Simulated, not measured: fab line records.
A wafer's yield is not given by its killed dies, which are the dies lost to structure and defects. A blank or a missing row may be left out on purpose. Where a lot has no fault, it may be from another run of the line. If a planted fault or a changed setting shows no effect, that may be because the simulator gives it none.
Comparing a struck lot with a sound one / flow n5 finfet / 15 out of 1938 route steps
Sound: wafers L762.2, L762.3, L762.5. Struck: wafer L778.4 (left out: L778.3, a lot-mate that was not struck); the cause follows at the end.
Per side, at each step with rows, come the tool, then ch with its chambers, and then its first start. Under that, the readings that differ: sound wafers / struck wafers / difference of the means / sigmas: that difference in standard deviations of wafers without a fault.
alike: words and numbers the same on both sides, and readings whose means are apart by under 2 such deviations; not compared: readings that were withheld, readings missing a value for some wafer, numbers with overlapping values and no deviation given by the record, and bounds like >300 which may hide the same value.
Wherever a step has rows on one side only, a row that says differs or no value, or a row with sigmas, the two part there. Non-overlapping numbers with no deviation appear without sigmas and do not part them. Lack of a reading on every wafer of one side parts them only where that side has two or more wafers.

first, 1 step without rows for these wafers: N5_SD_EPI_P_DEVELOP_08 (develop time 30 s).
N5_SD_EPI_P_CD_MEAS_09: the cd target is 240 nm.
  sound on cd sem-02 ch 0, day 4 07:18; struck on cd sem-02 ch 0, day 8 06:09
  alike: cd nm
N5_SD_EPI_P_OVL_MEAS_10:
  sound on overlay-02 ch 0, day 4 07:20; struck on overlay-01 ch 0, day 8 06:11
  alike: SD_P_BLK_OVL
N5_SD_EPI_P_INSPECT_11: inspects for defects (macro).
  sound: defect inspect-01 at day 4 07:22; struck: defect inspect-01 at day 8 06:12
  alike: raw defect count
then, 1 step without rows for these wafers: N5_SD_EPI_P_DESCUM_14 (chemistry O2, time 7.9 s).
N5_SD_EPI_P_ETCH_36: etches SiARC in CF4, target depth 45.5 nm, time 75.8 s.
  sound on rie diel-01 ch 0,1,3, day 4 07:25; struck on rie diel-04 ch 0, day 8 06:16
reading=oes product au (a.u.); sound=0.82 0.63 0.79; struck=0.57; difference=-0.18; sigmas=-2
reading=throttle valve pct (%); sound=15.3 15.8 15.3; struck=16.3; difference=+0.8; sigmas=+3
  alike: drypump motor current A, etch rf on time s, rf vpp V, showerhead plenum p Torr
  not compared: rf hours counter h
N5_SD_EPI_P_ETCH_37: etches SOC in N2/H2, overetch 108 nm, time 486 s.
  sound on rie diel-01 ch 0,1,3, day 4 07:29; struck on rie diel-04 ch 0, day 8 06:19
reading=oes product au (a.u.); sound=0.86 0.66 0.83; struck=0.60; difference=-0.18; sigmas=-2
  alike: drypump motor current A, n2 flow sccm, rf vpp V, showerhead plenum p Torr, throttle valve pct
  not compared: rf hours counter h
then, 1 step without rows for these wafers: N5_SD_EPI_P_STRIP_38 (strips in N2/H2).
N5_SD_EPI_P_ETCHBACK_46: etches SiNx in CH3F/O2, stops on SiO2, target depth 17.5 nm.
  sound on rie diel-01 ch 0,1,3, day 4 07:48; struck on rie diel-04 ch 0, day 8 06:39
reading=oes product au (a.u.); sound=0.82 0.63 0.80; struck=0.57; difference=-0.18; sigmas=-2
reading=throttle valve pct (%); sound=16.0 16.6 16.2; struck=16.9; difference=+0.6; sigmas=+2
  alike: drypump motor current A, rf vpp V, showerhead plenum p Torr
  not compared: rf hours counter h
N5_SD_EPI_P_ETCH_47: etches SiOCN in CH3F/O2, target depth 25 nm.
  sound on rie diel-01 ch 0,1,3, day 4 07:54; struck on rie diel-04 ch 0, day 8 06:45
reading=oes product au (a.u.); sound=0.97 0.74 0.94; struck=0.67; difference=-0.21; sigmas=-2
reading=throttle valve pct (%); sound=16.0 16.5 16.2; struck=16.9; difference=+0.7; sigmas=+2
  alike: drypump motor current A, rf vpp V, showerhead plenum p Torr
  not compared: rf hours counter h
N5_SD_EPI_P_ETCH_16: etches SiO2 in CHF3/O2, target depth 5 nm.
  sound on rie diel-01 ch 0,1,3, day 4 08:00; struck on rie diel-04 ch 0, day 8 06:51
reading=oes product au (a.u.); sound=0.97 0.74 0.95; struck=0.67; difference=-0.22; sigmas=-2
reading=throttle valve pct (%); sound=18.63 19.11 18.74; struck=19.50; difference=+0.67; sigmas=+2
  alike: drypump motor current A, rf vpp V, showerhead plenum p Torr
  not compared: rf hours counter h
then, 1 step without rows for these wafers: N5_SD_EPI_P_STRIP_50 (strips in CHF3/O2).
N5_SD_EPI_P_SD_RECESS_17: chemistry HBr/Cl2/O2, target depth 39.1 nm, bt time 3 s.
  sound on rie si-06 ch 1,3, day 4 08:05; struck on rie si-01 ch 2, day 8 06:55
reading=model.SD_EPI_P.feature depth nm (nm); sound=40 39 40; struck=35.2; difference=-4.5; sigmas=
reading=model.etch.depth nm (nm); sound=39.99 38.91 39.91; struck=35.27; difference=-4.33; sigmas=
  alike: drypump motor current A, oes product au, throttle valve pct
  not compared: rf hours counter h
then, 1 step without rows for these wafers: N5_SD_EPI_P_WET_ETCH_45 (etches SiO2 in dHF, time 10.7 s, target depth 2 nm, rinse time 30 s).
-- a jump in the record: the struck wafers' starts before and after are 9 days apart (it breaks off in module SD_EPI_P and resumes in module PASSIVATION, where the first step shown is number 1936 of the route) --
N5_PASSIVATION_PROBE_49:
  rows exist in the record for the struck wafers here (prober-02, day 17 15:06), but not for the sound ones

## WHERE THEY PART
Earliest at N5_SD_EPI_P_ETCH_36; latest, in this record, at N5_PASSIVATION_PROBE_49.

WHY: the cause the simulator had injected
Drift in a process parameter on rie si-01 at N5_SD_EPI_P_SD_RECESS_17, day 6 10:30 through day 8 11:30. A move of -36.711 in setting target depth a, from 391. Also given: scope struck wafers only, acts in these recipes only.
